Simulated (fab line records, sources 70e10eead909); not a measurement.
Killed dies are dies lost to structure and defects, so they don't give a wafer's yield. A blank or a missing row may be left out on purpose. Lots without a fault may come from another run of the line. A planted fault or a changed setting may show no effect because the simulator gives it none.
Chamber matching | flow nand_harc | NHARC_P_GATE_ALD_36 on ald_sin-03: 4 sister chambers
The step deposits SiNx, target thk 20 nm, pulse time 60 s, ald cycles 223. 8 wafers are shown with their chamber, then 8 later ones without.

WAFERS WITH THEIR CHAMBER
wafer  | chamber | heater_power_outer_w (W) | heater_power_w (W)
L079.2 | 3       | 530                      | 935
L081.6 | 2       | 459                      | 787
L085.2 | 0       | 450                      | 766
L085.4 | 2       | 456                      | 757
L087.4 | 0       | 447                      | 803
L087.2 | 1       | 488                      | 815
L087.5 | 1       | 490                      | 799
L090.1 | 3       | 529                      | 914

WAFERS WITHOUT THEIR CHAMBER
wafer  | heater_power_outer_w (W) | heater_power_w (W)
L090.3 | 497                      | 798
L090.6 | 523                      | 949
L092.4 | 537                      | 916
L092.3 | 453                      | 796
L092.6 | 474                      | 737
L095.4 | 466                      | 763
L095.1 | 541                      | 936
L095.2 | 449                      | 796

WHICH CHAMBER EACH WENT THROUGH
wafer  | from the rows above     | in truth
L090.3 | 1                       | 1
L090.6 | 3                       | 3
L092.4 | 3                       | 3
L092.3 | can't be placed: 0 or 2 | 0
L092.6 | can't be placed: 1 or 2 | 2
L095.4 | 2                       | 2
L095.1 | 3                       | 3
L095.2 | 0                       | 0
Placed correctly: 6 of 8. Can't be placed from these rows: 2 (the true chamber is among the candidates in 2). Placed wrongly: 0.
How it was worked out, from the rows above alone: a wafer's distance from a chamber is the root of the sum, over the readings, of the square of ((its reading less the chamber's mean) divided by the reading's scatter). The wafer belongs to the nearest chamber; if the next one is less than 2 further off, it can't be placed. A chamber's mean is the mean of its shown wafers. The scatter: the root of (the sum of the squares of (reading less its chamber's mean) over the shown wafers, divided by (wafers less chambers)).
